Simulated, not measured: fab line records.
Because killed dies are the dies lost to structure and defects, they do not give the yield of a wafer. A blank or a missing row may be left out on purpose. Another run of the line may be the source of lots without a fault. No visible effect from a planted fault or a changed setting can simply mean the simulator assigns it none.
fab line records + flow n5-finfet + part 1 of 2: steps 1 to 4 of 6
record:
- lots: 24
- wafers: 72
- last-day: 18
route steps=1938 shown BEOL_M1@775
lots untouched by any fault: they come from a run of this same line in which no faults occurred
start-h: hours from the record's first day to the start of the lot's first wafer shown + wait-h: hours from the lot's prior step to this one + " unchanged from the row above + L1.1+2: a row that stands for several wafers + - value missing, or start not given + * or withheld: withheld + < > ~ a bound
route shown NAME@n: names a module that has steps shown in the file, with the first one's number in the route + usual: mean and standard deviation over wafers with no fault + same: alike in all rows + chamber/n: place in a boat + sites: per-site readings + _std_site: the standard deviation of these + _edge_site: mean of outer sites minus mean of inner sites + radius-mm: how far each site lies from the wafer's centre + mask NAME#n: copy n + behind: the tool/chamber that last shaped the wafer + hold: why the lot was held/for how many hours/how that ended + device: which transistor (n, p or np) failed to switch + end of line: the same wafers' tests at the end of the route + a step without rows: its recipe alone + killed: dies that structure and defects cost at the first sort, which is not the same as the wafer's yield + map: per-die view of a wafer (x killed, . not killed, _ where there is no die)
set.NAME: the setting the step ran with; set.NAME@STEP: the setting that earlier step ran with + model.NAME: the simulator's own value behind a step, which no gauge read
one table for each step of the route and one row for each wafer, over a sample of lots
services: the hour from which a tool's chamber was out of use, counted from the record's first day as start-h (under 0 if before that day), plus the number of hours and why
== steps ==
step: N5_BEOL_M1_STRIP_19
recipe:
- chemistry: O2
- power-w: 400
- temp-c: 40
- pressure-mtorr: 30
- rf-frequency-hz: 6e+07
- bias-power-w: 0
- overash-fraction: 0.2
- o2-flow-sccm: 225
usual:
- drypump-motor-current-A: 5.5/0.42
- oes-product-au: 0.81/0.084
- rf-vpp-V: 3.6/0.43
- showerhead-plenum-p-Torr: 2.12/0.083
- throttle-valve-pct: 16.68/0.24
same:
- bias-power-w: 0
| lot.wafer | tool        | chamber | start-h | wait-h | drypump-motor-current-A | oes-product-au | rf-hours-counter-h | rf-vpp-V | showerhead-plenum-p-Torr | throttle-valve-pct |
|-----------|-------------|---------|---------|--------|-------------------------|----------------|--------------------|----------|--------------------------|--------------------|
| L074.1    | rie-diel-01 | 2       | 121.98  | 0.1    | 5.5                     | 0.70           | 230                | 3.7      | 2.07                     | 16.83              |
| L074.2    | "           | 1       | "       | "      | 6.0                     | 0.91           | 14                 | 3.4      | 2.24                     | 16.20              |
| L074.6    | "           | 1       | "       | "      | 5.9                     | 0.91           | -                  | 3.7      | 2.24                     | 16.19              |
| L075.1    | rie-diel-04 | 2       | 129.46  | 0.1    | 5.8                     | 0.70           | 213                | 3.8      | 2.17                     | 16.93              |
| L075.4    | "           | 1       | "       | "      | 5.7                     | 0.86           | -                  | 3.6      | 2.05                     | 16.35              |
| L075.5    | "           | 2       | "       | "      | 5.8                     | 0.70           | -                  | 3.7      | 2.17                     | 16.93              |
| L076.1    | rie-diel-01 | 1       | 133.74  | 0.3    | 6.0                     | 0.90           | 18                 | 4.1      | 2.24                     | 16.20              |
| L076.2    | "           | 3       | "       | "      | 5.4                     | 0.90           | 30                 | 3.5      | 2.14                     | 16.55              |
| L076.4    | "           | 2       | "       | "      | 5.5                     | 0.70           | 233                | 3.2      | 2.07                     | 16.85              |
| L078.3    | rie-diel-03 | 3       | 140.68  | 0.1    | 4.8                     | 0.89           | 39                 | 4.2      | 2.04                     | 16.77              |
| L078.5    | "           | 3       | "       | "      | 4.7                     | 0.88           | -                  | 2.8      | 2.04                     | 16.77              |
| L078.6    | "           | 0       | "       | "      | 5.2                     | 0.71           | -                  | 3.6      | 1.99                     | 16.94              |
| L077.2    | rie-diel-04 | 0       | 141.45  | 0.1    | 5.8                     | 0.69           | 232                | 3.6      | 2.15                     | 16.84              |
| L077.5    | "           | 1       | "       | "      | 5.7                     | 0.86           | -                  | 3.5      | 2.05                     | 16.36              |
| L077.6    | "           | 0       | "       | "      | 5.8                     | 0.68           | -                  | 3.8      | 2.15                     | 16.84              |
| L079.2    | rie-diel-04 | 1       | 152.07  | 0.1    | 5.7                     | 0.86           | 62                 | 3.0      | 2.05                     | 16.34              |
| L079.4    | "           | 2       | "       | "      | 5.8                     | 0.69           | 219                | 3.7      | 2.17                     | 16.94              |
| L079.5    | "           | 2       | "       | "      | 5.8                     | 0.70           | -                  | 3.7      | 2.17                     | 16.94              |
| L080.3    | rie-diel-01 | 1       | 165.81  | 0.1    | 5.9                     | 0.88           | 26                 | 3.5      | 2.24                     | 16.21              |
| L080.5    | "           | 0       | "       | "      | 5.0                     | 0.88           | -                  | 2.8      | 2.23                     | 16.62              |
| L080.6    | "           | 1       | "       | "      | 5.9                     | 0.88           | -                  | 3.7      | 2.24                     | 16.20              |
| L081.1    | rie-diel-01 | 0       | 168.31  | 0.1    | 5.1                     | 0.89           | 42                 | 2.8      | 2.23                     | 16.63              |
| L081.3    | "           | 1       | "       | "      | 6.0                     | 0.90           | 27                 | 3.8      | 2.24                     | 16.22              |
| L081.5    | "           | 3       | "       | "      | 5.4                     | 0.89           | -                  | 3.2      | 2.13                     | 16.58              |
| L082.1    | rie-diel-03 | 1       | 172.44  | 0.1    | 5.9                     | 0.88           | 38                 | 3.4      | 2.14                     | 16.54              |
| L082.4    | "           | 0       | "       | "      | 5.2                     | 0.70           | 233                | 3.3      | 1.98                     | 16.97              |
| L082.5    | "           | 0       | "       | "      | 5.2                     | 0.70           | -                  | 4.1      | 1.98                     | 16.96              |
| L084.2    | rie-diel-03 | 1       | 175.89  | 0.1    | 5.9                     | 0.88           | 40                 | 3.4      | 2.14                     | 16.55              |
| L084.3    | "           | 3       | "       | "      | 4.7                     | 0.86           | 50                 | 3.3      | 2.04                     | 16.81              |
| L084.6    | "           | 3       | "       | "      | 4.7                     | 0.87           | -                  | 3.5      | 2.04                     | 16.77              |
| L083.2    | rie-diel-04 | 1       | 178.39  | 0.1    | 5.7                     | 0.85           | 69                 | 2.4      | 2.04                     | 16.38              |
| L083.5    | "           | 2       | "       | "      | 5.8                     | 0.69           | -                  | 3.1      | 2.16                     | 16.96              |
| L083.6    | "           | 1       | "       | "      | 5.8                     | 0.84           | -                  | 3.7      | 2.04                     | 16.35              |
| L085.1    | rie-diel-04 | 2       | 186.53  | 0.1    | 5.8                     | 0.68           | 229                | 3.6      | 2.16                     | 16.95              |
| L085.5    | "           | 1       | "       | "      | 5.7                     | 0.84           | -                  | 3.7      | 2.04                     | 16.35              |
| L085.6    | "           | 0       | "       | "      | 5.8                     | 0.68           | -                  | 3.4      | 2.14                     | 16.84              |
| L086.1    | rie-diel-04 | 1       | 192.51  | 0.3    | 5.7                     | 0.84           | 75                 | 3.3      | 2.04                     | 16.38              |
| L086.2    | "           | 2       | "       | "      | 5.7                     | 0.68           | 232                | 3.5      | 2.16                     | 16.97              |
| L086.3    | "           | 0       | "       | "      | 5.8                     | 0.67           | 246                | 3.0      | 2.14                     | 16.83              |
| L087.1    | rie-diel-03 | 3       | 199.30  | 0.1    | 4.7                     | 0.85           | 56                 | 3.6      | 2.04                     | 16.80              |
| L087.3    | "           | 1       | "       | "      | 5.9                     | 0.86           | 47                 | 3.2      | 2.13                     | 16.56              |
| L087.5    | "           | 2       | "       | "      | 5.4                     | 0.82           | -                  | 3.7      | 2.21                     | 16.94              |
| L088.2    | rie-diel-04 | 2       | 215.19  | 0.1    | 5.8                     | 0.67           | 242                | 3.9      | 2.16                     | 16.99              |
| L088.3    | "           | 1       | "       | "      | 5.7                     | 0.82           | 85                 | 2.9      | 2.04                     | 16.40              |
| L088.5    | "           | 1       | "       | "      | 5.7                     | 0.83           | -                  | 4.1      | 2.04                     | 16.38              |
| L089.1    | rie-diel-01 | 1       | 215.63  | 0.1    | 6.0                     | 0.85           | 43                 | 3.0      | 2.23                     | 16.24              |
| L089.2    | "           | 3       | "       | "      | 5.4                     | 0.86           | 58                 | 4.2      | 2.13                     | 16.60              |
| L089.5    | "           | 0       | "       | "      | 5.1                     | 0.86           | -                  | 3.1      | 2.23                     | 16.66              |
| L090.3    | rie-diel-03 | 0       | 215.87  | 0.1    | 5.2                     | 0.69           | 248                | 3.4      | 1.98                     | 16.99              |
| L090.5    | "           | 3       | "       | "      | 4.7                     | 0.84           | -                  | 3.7      | 2.03                     | 16.84              |
| L090.6    | "           | 0       | "       | "      | 5.2                     | 0.69           | -                  | 3.9      | 1.98                     | 17.00              |
| L091.2    | rie-diel-03 | 2       | 220.16  | 0.1    | 5.4                     | 0.82           | 95                 | 4.2      | 2.21                     | 16.95              |
| L091.4    | "           | 1       | "       | "      | 5.9                     | 0.85           | -                  | 3.3      | 2.13                     | 16.57              |
| L091.5    | "           | 2       | "       | "      | 5.4                     | 0.81           | -                  | 3.9      | 2.21                     | 16.93              |
| L092.2    | rie-diel-03 | 3       | 226.72  | 0.2    | 4.7                     | 0.84           | 67                 | 3.6      | 2.03                     | 16.83              |
| L092.3    | "           | 2       | "       | "      | 5.4                     | 0.81           | 97                 | 3.4      | 2.21                     | 16.96              |
| L092.5    | "           | 2       | "       | "      | 5.4                     | 0.81           | -                  | 3.8      | 2.21                     | 16.95              |
| L093.1    | rie-diel-01 | 3       | 243.35  | 0.1    | 5.4                     | 0.85           | 68                 | 3.4      | 2.12                     | 16.63              |
| L093.3    | "           | 1       | "       | "      | 5.9                     | 0.83           | 54                 | 3.6      | 2.23                     | 16.29              |
| L093.6    | "           | 2       | "       | "      | 5.5                     | 0.96           | -                  | 5.0      | 2.06                     | 16.42              |
| L095.3    | rie-diel-01 | 2       | 252.84  | 0.1    | 5.6                     | 0.94           | 11                 | 3.7      | 2.06                     | 16.40              |
| L095.4    | "           | 1       | "       | "      | 6.0                     | 0.83           | 57                 | 3.6      | 2.23                     | 16.28              |
| L095.5    | "           | 1       | "       | "      | 6.0                     | 0.83           | -                  | 3.8      | 2.23                     | 16.27              |
| L094.2    | rie-diel-03 | 3       | 253.13  | 0.2    | 4.8                     | 0.82           | 79                 | 4.0      | 2.03                     | 16.84              |
| L094.3    | "           | 1       | "       | "      | 5.9                     | 0.82           | 68                 | 3.8      | 2.13                     | 16.59              |
| L094.5    | "           | 2       | "       | "      | 5.4                     | 0.79           | -                  | 3.3      | 2.21                     | 16.97              |
| L096.3    | rie-diel-03 | 2       | 265.37  | 0.1    | 5.4                     | 0.79           | 112                | 3.2      | 2.20                     | 16.98              |
| L096.4    | "           | 3       | "       | "      | 4.7                     | 0.80           | 83                 | 4.2      | 2.03                     | 16.87              |
| L096.5    | "           | 3       | "       | "      | 4.8                     | 0.82           | -                  | 3.4      | 2.03                     | 16.87              |
| L097.1    | rie-diel-04 | 3       | 268.26  | 0.1    | 6.5                     | 0.69           | 230                | 3.3      | 1.99                     | 16.83              |
| L097.2    | "           | 1       | "       | "      | 5.7                     | 0.81           | 97                 | 4.3      | 2.03                     | 16.41              |
| L097.3    | "           | 0       | "       | "      | 5.8                     | 0.96           | 5                  | 2.8      | 2.13                     | 16.42              |
step: N5_BEOL_M1_OVL_MEAS_29
recipe:
- points-per-wafer: 522
usual:
- V0_OVL: -0.4/0.75
| lot.wafer | tool       | chamber | start-h | wait-h | V0_OVL[nm] |
|-----------|------------|---------|---------|--------|------------|
| L074.1    | overlay-02 | 0       | 122.40  | 0.0    | -1.5       |
| L074.2    | "          | 0       | "       | "      | -1.1       |
| L074.6    | "          | 0       | "       | "      | -0.8       |
| L075.1    | overlay-01 | 0       | 130.01  | 0.0    | -0.2       |
| L075.4    | "          | 0       | "       | "      | 0.5        |
| L075.5    | "          | 0       | "       | "      | 0.0        |
| L076.1    | overlay-02 | 0       | 134.16  | 0.0    | 0.1        |
| L076.2    | "          | 0       | "       | "      | 0.3        |
| L076.4    | "          | 0       | "       | "      | 1.6        |
| L078.3    | overlay-01 | 0       | 141.23  | 0.0    | -0.4       |
| L078.5    | "          | 0       | "       | "      | -0.6       |
| L078.6    | "          | 0       | "       | "      | 0.0        |
| L077.2    | overlay-02 | 0       | 141.88  | 0.0    | -0.8       |
| L077.5    | "          | 0       | "       | "      | -1.3       |
| L077.6    | "          | 0       | "       | "      | -0.3       |
| L079.2    | overlay-01 | 0       | 152.50  | 0.0    | 0.2        |
| L079.4    | "          | 0       | "       | "      | -0.8       |
| L079.5    | "          | 0       | "       | "      | -0.2       |
| L080.3    | overlay-01 | 0       | 166.24  | 0.0    | 0.3        |
| L080.5    | "          | 0       | "       | "      | -0.9       |
| L080.6    | "          | 0       | "       | "      | -1.7       |
| L081.1    | overlay-01 | 0       | 168.73  | 0.0    | -0.1       |
| L081.3    | "          | 0       | "       | "      | -0.1       |
| L081.5    | "          | 0       | "       | "      | 0.0        |
| L082.1    | overlay-02 | 0       | 172.85  | 0.0    | -0.5       |
| L082.4    | "          | 0       | "       | "      | 0.1        |
| L082.5    | "          | 0       | "       | "      | -1.3       |
| L084.2    | overlay-01 | 0       | 176.32  | 0.0    | -1.2       |
| L084.3    | "          | 0       | "       | "      | -1.6       |
| L084.6    | "          | 0       | "       | "      | -0.5       |
| L083.2    | overlay-01 | 0       | 178.82  | 0.0    | 0.5        |
| L083.5    | "          | 0       | "       | "      | 0.2        |
| L083.6    | "          | 0       | "       | "      | -0.3       |
| L085.1    | overlay-01 | 0       | 187.08  | 0.0    | 0.2        |
| L085.5    | "          | 0       | "       | "      | -0.1       |
| L085.6    | "          | 0       | "       | "      | -0.5       |
| L086.1    | overlay-01 | 0       | 192.94  | 0.0    | 0.7        |
| L086.2    | "          | 0       | "       | "      | 0.3        |
| L086.3    | "          | 0       | "       | "      | 0.8        |
| L087.1    | overlay-02 | 0       | 199.72  | 0.0    | -1.2       |
| L087.3    | "          | 0       | "       | "      | -1.5       |
| L087.5    | "          | 0       | "       | "      | -0.4       |
| L088.2    | overlay-01 | 0       | 215.62  | 0.0    | 0.2        |
| L088.3    | "          | 0       | "       | "      | -0.4       |
| L088.5    | "          | 0       | "       | "      | -1.7       |
| L089.1    | overlay-02 | 0       | 216.17  | 0.0    | -0.5       |
| L089.2    | "          | 0       | "       | "      | -1.5       |
| L089.5    | "          | 0       | "       | "      | -0.8       |
| L090.3    | overlay-01 | 0       | 216.31  | 0.0    | -0.9       |
| L090.5    | "          | 0       | "       | "      | -0.7       |
| L090.6    | "          | 0       | "       | "      | -0.5       |
| L091.2    | overlay-01 | 0       | 220.58  | 0.0    | -0.8       |
| L091.4    | "          | 0       | "       | "      | -0.8       |
| L091.5    | "          | 0       | "       | "      | -0.2       |
| L092.2    | overlay-02 | 0       | 227.32  | 0.0    | -0.4       |
| L092.3    | "          | 0       | "       | "      | 1.0        |
| L092.5    | "          | 0       | "       | "      | 0.3        |
| L093.1    | overlay-02 | 0       | 243.77  | 0.0    | -0.4       |
| L093.3    | "          | 0       | "       | "      | -1.0       |
| L093.6    | "          | 0       | "       | "      | -2.2       |
| L095.3    | overlay-01 | 0       | 253.31  | 0.0    | 1.0        |
| L095.4    | "          | 0       | "       | "      | -1.2       |
| L095.5    | "          | 0       | "       | "      | 0.0        |
| L094.2    | overlay-02 | 0       | 253.55  | 0.0    | -1.1       |
| L094.3    | "          | 0       | "       | "      | 0.3        |
| L094.5    | "          | 0       | "       | "      | 0.1        |
| L096.3    | overlay-02 | 0       | 265.80  | 0.0    | -0.5       |
| L096.4    | "          | 0       | "       | "      | -0.1       |
| L096.5    | "          | 0       | "       | "      | 0.6        |
| L097.1    | overlay-02 | 0       | 268.68  | 0.0    | -1.3       |
| L097.2    | "          | 0       | "       | "      | 0.4        |
| L097.3    | "          | 0       | "       | "      | -0.3       |
step: N5_BEOL_M1_INSPECT_30
recipe:
- mode: adi
- inspect-instrument: brightfield
usual:
- raw-defect-count: 425/95
| lot.wafer | tool              | chamber | start-h | wait-h | raw-defect-count |
|-----------|-------------------|---------|---------|--------|------------------|
| L074.1    | defect-inspect-02 | -       | 122.46  | 0.1    | 439              |
| L074.2    | "                 | -       | "       | "      | 281              |
| L074.6    | "                 | -       | "       | "      | 542              |
| L075.1    | defect-inspect-01 | -       | 130.07  | 0.1    | 301              |
| L075.4    | "                 | -       | "       | "      | 463              |
| L075.5    | "                 | -       | "       | "      | 574              |
| L076.1    | defect-inspect-01 | -       | 134.22  | 0.1    | 619              |
| L076.2    | "                 | -       | "       | "      | 516              |
| L076.4    | "                 | -       | "       | "      | 522              |
| L078.3    | defect-inspect-01 | -       | 141.28  | 0.0    | 609              |
| L078.5    | "                 | -       | "       | "      | 579              |
| L078.6    | "                 | -       | "       | "      | 325              |
| L077.2    | defect-inspect-02 | -       | 141.93  | 0.0    | 372              |
| L077.5    | "                 | -       | "       | "      | 302              |
| L077.6    | "                 | -       | "       | "      | 288              |
| L079.2    | defect-inspect-02 | -       | 152.55  | 0.0    | 300              |
| L079.4    | "                 | -       | "       | "      | 375              |
| L079.5    | "                 | -       | "       | "      | 371              |
| L080.3    | defect-inspect-02 | -       | 166.29  | 0.0    | 450              |
| L080.5    | "                 | -       | "       | "      | 486              |
| L080.6    | "                 | -       | "       | "      | 360              |
| L081.1    | defect-inspect-01 | -       | 168.79  | 0.1    | 477              |
| L081.3    | "                 | -       | "       | "      | 449              |
| L081.5    | "                 | -       | "       | "      | 441              |
| L082.1    | defect-inspect-02 | -       | 172.91  | 0.1    | 382              |
| L082.4    | "                 | -       | "       | "      | 396              |
| L082.5    | "                 | -       | "       | "      | 380              |
| L084.2    | defect-inspect-02 | -       | 176.38  | 0.0    | 374              |
| L084.3    | "                 | -       | "       | "      | 307              |
| L084.6    | "                 | -       | "       | "      | 272              |
| L083.2    | defect-inspect-01 | -       | 178.87  | 0.0    | 475              |
| L083.5    | "                 | -       | "       | "      | 575              |
| L083.6    | "                 | -       | "       | "      | 429              |
| L085.1    | defect-inspect-02 | -       | 187.13  | 0.1    | 622              |
| L085.5    | "                 | -       | "       | "      | 390              |
| L085.6    | "                 | -       | "       | "      | 498              |
| L086.1    | defect-inspect-01 | -       | 193.00  | 0.1    | 360              |
| L086.2    | "                 | -       | "       | "      | 391              |
| L086.3    | "                 | -       | "       | "      | 386              |
| L087.1    | defect-inspect-02 | -       | 199.78  | 0.1    | 299              |
| L087.3    | "                 | -       | "       | "      | 231              |
| L087.5    | "                 | -       | "       | "      | 527              |
| L088.2    | defect-inspect-02 | -       | 215.67  | 0.0    | 350              |
| L088.3    | "                 | -       | "       | "      | 447              |
| L088.5    | "                 | -       | "       | "      | 362              |
| L089.1    | defect-inspect-01 | -       | 216.23  | 0.1    | 567              |
| L089.2    | "                 | -       | "       | "      | 590              |
| L089.5    | "                 | -       | "       | "      | 342              |
| L090.3    | defect-inspect-01 | -       | 216.36  | 0.0    | 542              |
| L090.5    | "                 | -       | "       | "      | 573              |
| L090.6    | "                 | -       | "       | "      | 560              |
| L091.2    | defect-inspect-02 | -       | 220.64  | 0.0    | 479              |
| L091.4    | "                 | -       | "       | "      | 601              |
| L091.5    | "                 | -       | "       | "      | 443              |
| L092.2    | defect-inspect-02 | -       | 227.38  | 0.1    | 474              |
| L092.3    | "                 | -       | "       | "      | 441              |
| L092.5    | "                 | -       | "       | "      | 454              |
| L093.1    | defect-inspect-01 | -       | 243.83  | 0.1    | 413              |
| L093.3    | "                 | -       | "       | "      | 398              |
| L093.6    | "                 | -       | "       | "      | 379              |
| L095.3    | defect-inspect-01 | -       | 253.36  | 0.0    | 360              |
| L095.4    | "                 | -       | "       | "      | 465              |
| L095.5    | "                 | -       | "       | "      | 411              |
| L094.2    | defect-inspect-01 | -       | 253.60  | 0.0    | 356              |
| L094.3    | "                 | -       | "       | "      | 387              |
| L094.5    | "                 | -       | "       | "      | 383              |
| L096.3    | defect-inspect-02 | -       | 265.85  | 0.0    | 329              |
| L096.4    | "                 | -       | "       | "      | 429              |
| L096.5    | "                 | -       | "       | "      | 317              |
| L097.1    | defect-inspect-02 | -       | 268.73  | 0.1    | 497              |
| L097.2    | "                 | -       | "       | "      | 487              |
| L097.3    | "                 | -       | "       | "      | 353              |
step: N5_BEOL_M1_DESCUM_33
recipe:
- chemistry: O2
- time-s: 7
- source-power-w: 50
- bias-power-w: 20
- pressure-mtorr: 20
- rf-frequency-hz: 2.712e+07
- temp-c: 40
- resist: CAR-EUV
- o2-flow-sccm: 225
usual:
- bias-power-w: 20.00/0.058
- drypump-motor-current-A: 5.5/0.4
- oes-product-au: 0.81/0.081
- rf-vpp-V: 243.6/1.6
- showerhead-plenum-p-Torr: 2.12/0.081
- throttle-valve-pct: 20.45/0.22
| lot.wafer | tool        | chamber | start-h | wait-h | bias-power-w | drypump-motor-current-A | oes-product-au | rf-hours-counter-h | rf-vpp-V | showerhead-plenum-p-Torr | throttle-valve-pct |
|-----------|-------------|---------|---------|--------|--------------|-------------------------|----------------|--------------------|----------|--------------------------|--------------------|
| L074.1    | rie-diel-03 | 0       | 122.49  | 0.0    | 20.05        | 5.2                     | 0.71           | 217                | 240.7    | 1.98                     | 20.66              |
| L074.2    | "           | 2       | "       | "      | 20.02        | 5.4                     | 0.83           | 67                 | 245.3    | 2.22                     | 20.72              |
| L074.6    | "           | 2       | "       | "      | 19.94        | 5.4                     | 0.84           | -                  | 247.3    | 2.22                     | 20.71              |
| L075.1    | rie-diel-04 | 1       | 130.20  | 0.1    | 20.00        | 5.7                     | 0.86           | 56                 | 240.7    | 2.04                     | 20.11              |
| L075.4    | "           | 2       | "       | "      | 20.02        | 5.8                     | 0.70           | -                  | 244.2    | 2.16                     | 20.68              |
| L075.5    | "           | 1       | "       | "      | 19.98        | 5.7                     | 0.87           | -                  | 243.2    | 2.04                     | 20.12              |
| L076.1    | rie-diel-03 | 2       | 134.46  | 0.2    | 19.93        | 5.4                     | 0.84           | 71                 | 246.3    | 2.22                     | 20.71              |
| L076.2    | "           | 3       | "       | "      | 19.98        | 4.8                     | 0.88           | 36                 | 241.6    | 2.04                     | 20.58              |
| L076.4    | "           | 1       | "       | "      | 20.02        | 5.9                     | 0.89           | 25                 | 244.2    | 2.14                     | 20.32              |
| L078.3    | rie-diel-03 | 1       | 141.31  | 0.0    | 20.02        | 5.9                     | 0.90           | 28                 | 244.4    | 2.14                     | 20.33              |
| L078.5    | "           | 3       | "       | "      | 20.03        | 4.7                     | 0.88           | -                  | 242.4    | 2.04                     | 20.57              |
| L078.6    | "           | 2       | "       | "      | 20.12        | 5.4                     | 0.83           | -                  | 244.3    | 2.21                     | 20.72              |
| L077.2    | rie-diel-03 | 1       | 141.96  | 0.0    | 20.05        | 5.9                     | 0.90           | 28                 | 242.4    | 2.14                     | 20.33              |
| L077.5    | "           | 0       | "       | "      | 20.04        | 5.2                     | 0.70           | -                  | 241.1    | 1.98                     | 20.66              |
| L077.6    | "           | 3       | "       | "      | 19.93        | 4.8                     | 0.88           | -                  | 240.9    | 2.04                     | 20.59              |
| L079.2    | rie-diel-03 | 1       | 152.58  | 0.0    | 19.96        | 5.9                     | 0.88           | 31                 | 243.9    | 2.14                     | 20.34              |
| L079.4    | "           | 1       | "       | "      | 19.96        | 5.9                     | 0.89           | -                  | 243.7    | 2.14                     | 20.34              |
| L079.5    | "           | 0       | "       | "      | 20.03        | 5.2                     | 0.71           | -                  | 241.2    | 1.98                     | 20.68              |
| L080.3    | rie-diel-01 | 3       | 166.45  | 0.2    | 20.04        | 5.4                     | 0.89           | 41                 | 243.6    | 2.13                     | 20.35              |
| L080.5    | "           | 1       | "       | "      | 19.98        | 6.0                     | 0.88           | -                  | 244.6    | 2.23                     | 19.98              |
| L080.6    | "           | 3       | "       | "      | 20.02        | 5.4                     | 0.89           | -                  | 245.5    | 2.13                     | 20.37              |
| L081.1    | rie-diel-01 | 1       | 168.82  | 0.0    | 19.80        | 5.9                     | 0.88           | 27                 | 244.6    | 2.23                     | 19.99              |
| L081.3    | "           | 0       | "       | "      | 20.12        | 5.1                     | 0.88           | 42                 | 245.0    | 2.23                     | 20.46              |
| L081.5    | "           | 1       | "       | "      | 19.86        | 6.0                     | 0.88           | -                  | 246.5    | 2.23                     | 19.98              |
| L082.1    | rie-diel-04 | 2       | 172.95  | 0.0    | 20.00        | 5.8                     | 0.68           | 224                | 244.7    | 2.16                     | 20.70              |
| L082.4    | "           | 0       | "       | "      | 20.04        | 5.8                     | 0.68           | 241                | 242.8    | 2.14                     | 20.55              |
| L082.5    | "           | 0       | "       | "      | 19.95        | 5.8                     | 0.68           | -                  | 244.4    | 2.14                     | 20.55              |
| L084.2    | rie-diel-01 | 3       | 176.41  | 0.0    | 19.97        | 5.4                     | 0.88           | 44                 | 242.7    | 2.13                     | 20.37              |
| L084.3    | "           | 0       | "       | "      | 20.00        | 5.0                     | 0.87           | 45                 | 245.0    | 2.23                     | 20.47              |
| L084.6    | "           | 2       | "       | "      | 19.93        | 5.5                     | 0.69           | -                  | 243.5    | 2.06                     | 20.60              |
| L083.2    | rie-diel-04 | 0       | 178.90  | 0.0    | 20.04        | 5.7                     | 0.68           | 243                | 243.3    | 2.14                     | 20.54              |
| L083.5    | "           | 0       | "       | "      | 20.06        | 5.8                     | 0.68           | -                  | 244.0    | 2.14                     | 20.54              |
| L083.6    | "           | 1       | "       | "      | 19.97        | 5.7                     | 0.84           | -                  | 240.6    | 2.04                     | 20.13              |
| L085.1    | rie-diel-01 | 1       | 187.17  | 0.0    | 19.98        | 6.0                     | 0.87           | 32                 | 245.3    | 2.23                     | 19.98              |
| L085.5    | "           | 0       | "       | "      | 20.07        | 5.1                     | 0.87           | -                  | 245.8    | 2.23                     | 20.46              |
| L085.6    | "           | 3       | "       | "      | 19.92        | 5.4                     | 0.88           | -                  | 245.0    | 2.13                     | 20.36              |
| L086.1    | rie-diel-04 | 0       | 193.03  | 0.0    | 20.02        | 5.8                     | 0.68           | 246                | 243.6    | 2.14                     | 20.56              |
| L086.2    | "           | 2       | "       | "      | 20.00        | 5.7                     | 0.69           | 232                | 245.0    | 2.16                     | 20.73              |
| L086.3    | "           | 1       | "       | "      | 19.85        | 5.7                     | 0.82           | 75                 | 242.0    | 2.04                     | 20.15              |
| L087.1    | rie-diel-04 | 0       | 199.98  | 0.2    | 19.96        | 5.8                     | 0.68           | 250                | 244.9    | 2.13                     | 20.56              |
| L087.3    | "           | 1       | "       | "      | 20.04        | 5.7                     | 0.83           | 78                 | 243.0    | 2.04                     | 20.15              |
| L087.5    | "           | 0       | "       | "      | 19.97        | 5.8                     | 0.68           | -                  | 244.7    | 2.13                     | 20.56              |
| L088.2    | rie-diel-01 | 0       | 215.70  | 0.0    | 19.98        | 5.1                     | 0.87           | 58                 | 244.1    | 2.22                     | 20.47              |
| L088.3    | "           | 1       | "       | "      | 19.89        | 6.0                     | 0.85           | 43                 | 244.9    | 2.23                     | 20.02              |
| L088.5    | "           | 0       | "       | "      | 20.02        | 5.1                     | 0.85           | -                  | 245.1    | 2.22                     | 20.46              |
| L089.1    | rie-diel-03 | 2       | 216.45  | 0.2    | 19.88        | 5.4                     | 0.82           | 93                 | 244.4    | 2.21                     | 20.75              |
| L089.2    | "           | 0       | "       | "      | 20.02        | 5.3                     | 0.69           | 249                | 241.2    | 1.97                     | 20.71              |
| L089.5    | "           | 3       | "       | "      | 20.00        | 4.7                     | 0.84           | -                  | 241.1    | 2.03                     | 20.62              |
| L090.3    | rie-diel-03 | 2       | 216.90  | 0.5    | 19.96        | 5.4                     | 0.81           | 93                 | 244.6    | 2.21                     | 20.74              |
| L090.5    | "           | 0       | "       | "      | 20.05        | 5.2                     | 0.68           | -                  | 242.7    | 1.97                     | 20.70              |
| L090.6    | "           | 3       | "       | "      | 19.99        | 4.8                     | 0.84           | -                  | 241.2    | 2.03                     | 20.62              |
| L091.2    | rie-diel-04 | 0       | 220.67  | 0.0    | 20.06        | 5.8                     | 0.67           | 258                | 243.6    | 2.13                     | 20.56              |
| L091.4    | "           | 1       | "       | "      | 20.04        | 5.7                     | 0.82           | -                  | 243.1    | 2.03                     | 20.16              |
| L091.5    | "           | 2       | "       | "      | 19.99        | 5.8                     | 0.67           | -                  | 244.2    | 2.15                     | 20.74              |
| L092.2    | rie-diel-03 | 2       | 228.45  | 1.1    | 19.93        | 5.4                     | 0.81           | 98                 | 243.9    | 2.21                     | 20.77              |
| L092.3    | "           | 3       | "       | "      | 20.03        | 4.7                     | 0.83           | 68                 | 242.3    | 2.03                     | 20.63              |
| L092.5    | "           | 2       | "       | "      | 19.98        | 5.4                     | 0.81           | -                  | 245.1    | 2.21                     | 20.76              |
| L093.1    | rie-diel-01 | 1       | 243.86  | 0.0    | 20.00        | 6.0                     | 0.84           | 54                 | 244.6    | 2.22                     | 20.03              |
| L093.3    | "           | 2       | "       | "      | 19.96        | 5.5                     | 0.95           | 8                  | 241.9    | 2.06                     | 20.21              |
| L093.6    | "           | 0       | "       | "      | 20.02        | 5.1                     | 0.85           | -                  | 245.6    | 2.22                     | 20.50              |
| L095.3    | rie-diel-01 | 2       | 254.05  | 0.7    | 19.98        | 5.6                     | 0.93           | 12                 | 243.9    | 2.05                     | 20.23              |
| L095.4    | "           | 3       | "       | "      | 19.94        | 5.4                     | 0.84           | 72                 | 244.0    | 2.12                     | 20.42              |
| L095.5    | "           | 0       | "       | "      | 20.00        | 5.1                     | 0.84           | -                  | 245.2    | 2.22                     | 20.50              |
| L094.2    | rie-diel-01 | 2       | 254.16  | 0.6    | 19.94        | 5.6                     | 0.94           | 12                 | 243.0    | 2.05                     | 20.21              |
| L094.3    | "           | 1       | "       | "      | 20.13        | 6.0                     | 0.84           | 58                 | 244.1    | 2.22                     | 20.02              |
| L094.5    | "           | 2       | "       | "      | 20.02        | 5.6                     | 0.93           | -                  | 243.3    | 2.05                     | 20.21              |
| L096.3    | rie-diel-03 | 2       | 266.14  | 0.3    | 19.88        | 5.4                     | 0.80           | 112                | 244.6    | 2.20                     | 20.79              |
| L096.4    | "           | 0       | "       | "      | 20.04        | 5.3                     | 0.93           | 9                  | 245.6    | 2.23                     | 20.36              |
| L096.5    | "           | 1       | "       | "      | 19.90        | 5.9                     | 0.83           | -                  | 242.9    | 2.12                     | 20.40              |
| L097.1    | rie-diel-01 | 1       | 268.81  | 0.1    | 19.99        | 6.0                     | 0.82           | 64                 | 244.3    | 2.22                     | 20.04              |
| L097.2    | "           | 0       | "       | "      | 19.97        | 5.1                     | 0.84           | 77                 | 244.2    | 2.22                     | 20.50              |
| L097.3    | "           | 2       | "       | "      | 20.00        | 5.5                     | 0.92           | 17                 | 243.4    | 2.05                     | 20.22              |
